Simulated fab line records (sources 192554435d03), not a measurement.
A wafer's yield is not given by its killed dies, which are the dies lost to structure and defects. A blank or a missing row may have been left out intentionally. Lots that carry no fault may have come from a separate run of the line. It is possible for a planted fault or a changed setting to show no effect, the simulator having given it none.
Which tool is to blame? + flow n5 finfet + Sampling: 11 lots, 33 wafers, 5 of 1938 route steps

WHAT THE GAUGES READ, wafer by wafer
N5_BEOL_M11_CD_MEAS_35 targets a cd of 70 nm. Usual: cd nm reads 70.1 nm (standard deviation 0.95).
| lot  | measured     | on        | cd nm (nm)     | flag |
|------|--------------|-----------|----------------|------|
| L149 | day 11 00:43 | cd sem-01 | 69.7 69.8 69.5 |      |
| L148 | day 11 00:43 | cd sem-03 | 69.7 70.2 68.8 |      |
| L150 | day 11 00:16 | cd sem-01 | 70.5 71.1 70.6 |      |
| L151 | day 11 14:40 | cd sem-02 | 69.4 69.4 68.4 |      |
| L152 | day 11 18:52 | cd sem-01 | 68.5 69.1 69.6 |      |
| L154 | day 12 09:47 | cd sem-03 | 70.9 70.0 71.1 |      |
| L158 | day 12 18:13 | cd sem-02 | 69.2 69.7 69.8 |      |
| L160 | day 13 22:28 | cd sem-02 | 71.1 71.1 70.9 |      |
| L169 | day 16 08:38 | cd sem-03 | 71.6 69.7 71.5 |      |
| L171 | day 16 10:35 | cd sem-02 | 71.2 69.6 71.0 |      |
| L170 | day 16 10:50 | cd sem-01 | 71.5 70.2 69.8 |      |

N5_BEOL_M12_THK_MEAS_01. Usual: for M12_ILD_THK the level is 658 nm and the standard deviation is 8.6.
| lot  | measured     | on            | M12_ILD_THK (nm) | flag |
|------|--------------|---------------|------------------|------|
| L149 | day 11 03:31 | film metro-01 | 654 655 668      |      |
| L148 | day 11 03:45 | film metro-01 | 656 659 658      |      |
| L150 | day 11 02:50 | film metro-01 | 654 664 662      |      |
| L151 | day 11 17:23 | film metro-02 | 646 652 661      |      |
| L152 | day 11 21:32 | film metro-02 | 640 641 655      |      |
| L154 | day 12 12:31 | film metro-02 | 658 685 668      |      |
| L158 | day 12 21:22 | film metro-02 | 666 651 673      |      |
| L160 | day 14 01:11 | film metro-02 | 653 657 663      |      |
| L169 | day 16 11:01 | film metro-01 | 651 656 663      |      |
| L171 | day 16 12:56 | film metro-02 | 655 651 659      |      |
| L170 | day 16 13:28 | film metro-02 | 647 654 658      |      |

WHAT TOOL EACH LOT RAN ON (gives the tool, then ch and the chambers of the sampled wafers, and finally the start)
| lot  | N5_BEOL_M11_PECVD_70            | N5_BEOL_M11_SURFACE_TREAT_76 | N5_BEOL_M11_CMP_52            |
|------|---------------------------------|------------------------------|-------------------------------|
| L149 | pecvd-01 ch 0,2, day 10 17:49   | pvd sputter-03, day 11 01:31 | cmp-04 ch 0,2, day 11 02:55   |
| L148 | pecvd-03 ch 0,1,2, day 10 19:52 | pvd sputter-02, day 11 01:38 | cmp-04 ch 0,2,3, day 11 03:13 |
| L150 | pecvd-01 ch 0,2, day 10 20:20   | pvd sputter-03, day 11 01:06 | cmp-04 ch 0,1,2, day 11 02:20 |
| L151 | pecvd-03 ch 0,1,2, day 11 10:38 | pvd sputter-03, day 11 15:56 | cmp-04 ch 0,2,3, day 11 16:48 |
| L152 | pecvd-01 ch 0,2, day 11 14:47   | pvd sputter-01, day 11 19:55 | cmp-03 ch 1,2,3, day 11 20:56 |
| L154 | pecvd-02 ch 0,1, day 12 00:26   | pvd sputter-01, day 12 11:02 | cmp-04 ch 1,3, day 12 11:53   |
| L158 | pecvd-02 ch 0,1, day 12 14:04   | pvd sputter-02, day 12 19:32 | cmp-04 ch 1,2,3, day 12 20:43 |
| L160 | pecvd-01 ch 0,2, day 13 16:44   | pvd sputter-01, day 13 23:15 | cmp-04 ch 0,2,3, day 14 00:37 |
| L169 | pecvd-01 ch 0,1, day 16 04:35   | pvd sputter-03, day 16 09:33 | cmp-01 ch 1,2,3, day 16 10:25 |
| L171 | pecvd-03 ch 0,2, day 16 05:37   | pvd sputter-03, day 16 11:27 | cmp-04 ch 0,3, day 16 12:17   |
| L170 | pecvd-01 ch 1, day 16 06:32     | pvd sputter-03, day 16 11:45 | cmp-01 ch 2,3, day 16 12:47   |
- N5_BEOL_M11_PECVD_70: deposits SiO2 from TEOS/O2, target thk 20 nm, time 22.7 s.
- N5_BEOL_M11_SURFACE_TREAT_76
- N5_BEOL_M11_CMP_52: polishes, stops on SiCOH lowk, t overpolish 7 s, target thk 140 nm.

WHAT THE TOOLS THEMSELVES READ (means of the sampled wafers that have a number; where no wafer has one, the mark that the record gives instead)
N5_BEOL_M11_PECVD_70. Usual: heater power w 675 W, standard deviation 95; showerhead plenum p Torr 8.79 Torr, standard deviation 0.059; throttle valve pct 22.3 %, standard deviation 1.
| lot  | tool     | heater power w (W) | showerhead plenum p Torr (Torr) | throttle valve pct (%) | flag |
|------|----------|--------------------|---------------------------------|------------------------|------|
| L149 | pecvd-01 | 600                | 8.77                            | 21.9                   |      |
| L148 | pecvd-03 | 725                | 8.77                            | 22.8                   |      |
| L150 | pecvd-01 | 639                | 8.77                            | 21.5                   |      |
| L151 | pecvd-03 | 727                | 8.77                            | 23.0                   |      |
| L152 | pecvd-01 | 604                | 8.81                            | 21.6                   |      |
| L154 | pecvd-02 | 831                | 8.81                            | 22.0                   |      |
| L158 | pecvd-02 | 721                | 8.80                            | 22.7                   |      |
| L160 | pecvd-01 | 559                | 8.78                            | 21.8                   |      |
| L169 | pecvd-01 | 614                | 8.82                            | 21.7                   |      |
| L171 | pecvd-03 | 698                | 8.75                            | 23.9                   |      |
| L170 | pecvd-01 | 638                | 8.84                            | 22.2                   |      |

N5_BEOL_M11_SURFACE_TREAT_76. Usual: ar flow sccm reads 30.00 sccm (standard deviation 0.09).
| lot  | tool           | ar flow sccm (sccm) | flag |
|------|----------------|---------------------|------|
| L149 | pvd sputter-03 | 30.05               |      |
| L148 | pvd sputter-02 | 29.91               |      |
| L150 | pvd sputter-03 | 30.14               |      |
| L151 | pvd sputter-03 | 30.02               |      |
| L152 | pvd sputter-01 | 30.03               |      |
| L154 | pvd sputter-01 | 29.99               |      |
| L158 | pvd sputter-02 | 30.12               |      |
| L160 | pvd sputter-01 | 29.91               |      |
| L169 | pvd sputter-03 | 30.01               |      |
| L171 | pvd sputter-03 | 29.90               |      |
| L170 | pvd sputter-03 | 29.99               |      |

N5_BEOL_M11_CMP_52. Usual: barrier field endpoint s 28.7 s, standard deviation 0.98; edge zone pressure frac 1.000, standard deviation 0.0048; motor current A 6.1 A, standard deviation 0.66; overpolish run s 7.001 s, standard deviation 0.0096; slurry flow ml min 150.0, standard deviation 0.48.
| lot  | tool   | barrier field endpoint s (s) | edge zone pressure frac | motor current A (A) | overpolish run s (s) | slurry flow ml min | flag |
|------|--------|------------------------------|-------------------------|---------------------|----------------------|--------------------|------|
| L149 | cmp-04 | 27.9                         | 1.005                   | 5.7                 | 7.000                | 149.7              |      |
| L148 | cmp-04 | 29.5                         | 1.003                   | 6.2                 | 7.007                | 150.1              |      |
| L150 | cmp-04 | 27.9                         | 0.999                   | 5.6                 | 7.006                | 150.1              |      |
| L151 | cmp-04 | 29.0                         | 0.997                   | 6.0                 | 6.999                | 149.7              |      |
| L152 | cmp-03 | 28.9                         | 0.995                   | 6.4                 | 6.991                | 149.8              |      |
| L154 | cmp-04 | 29.8                         | 1.002                   | 6.2                 | 7.003                | 150.4              |      |
| L158 | cmp-04 | 28.5                         | 0.997                   | 5.9                 | 7.007                | 150.0              |      |
| L160 | cmp-04 | 27.9                         | 0.999                   | 6.1                 | 7.002                | 150.1              |      |
| L169 | cmp-01 | 37.0                         | 0.996                   | 6.2                 | 6.106                | 150.1              | OFF  |
| L171 | cmp-04 | 28.9                         | 1.004                   | 5.8                 | 7.004                | 150.0              |      |
| L170 | cmp-01 | 36.9                         | 1.000                   | 6.5                 | 6.268                | 150.3              | OFF  |

THE ANSWER, worked out from the rows above alone
Rule: a lot counts as off when the mean over its wafers that have a number is more than 3 standard deviations away from the usual mean. A lot without any number at a reading at which 4 lots or more have one is off too. All remaining lots with rows at the step are treated as sound. Order of review: gauges by route order, followed by the tools' own readings, for which a lot's mean as printed above is used. At the first step where some lot is off, the reading lying furthest off is the one used; lots without a number count as furthest.
Off: L169, L170, at N5_BEOL_M11_CMP_52 (overpolish run s).
If a tool, at that step or one of the process steps before it, ran each lot that is off and ran no sound lot following the first of them, it fits. Can't be told from this: 2 tools fit, pecvd-01 at N5_BEOL_M11_PECVD_70, cmp-01 at N5_BEOL_M11_CMP_52.

WHAT WAS PUT IN BY THE SIMULATOR
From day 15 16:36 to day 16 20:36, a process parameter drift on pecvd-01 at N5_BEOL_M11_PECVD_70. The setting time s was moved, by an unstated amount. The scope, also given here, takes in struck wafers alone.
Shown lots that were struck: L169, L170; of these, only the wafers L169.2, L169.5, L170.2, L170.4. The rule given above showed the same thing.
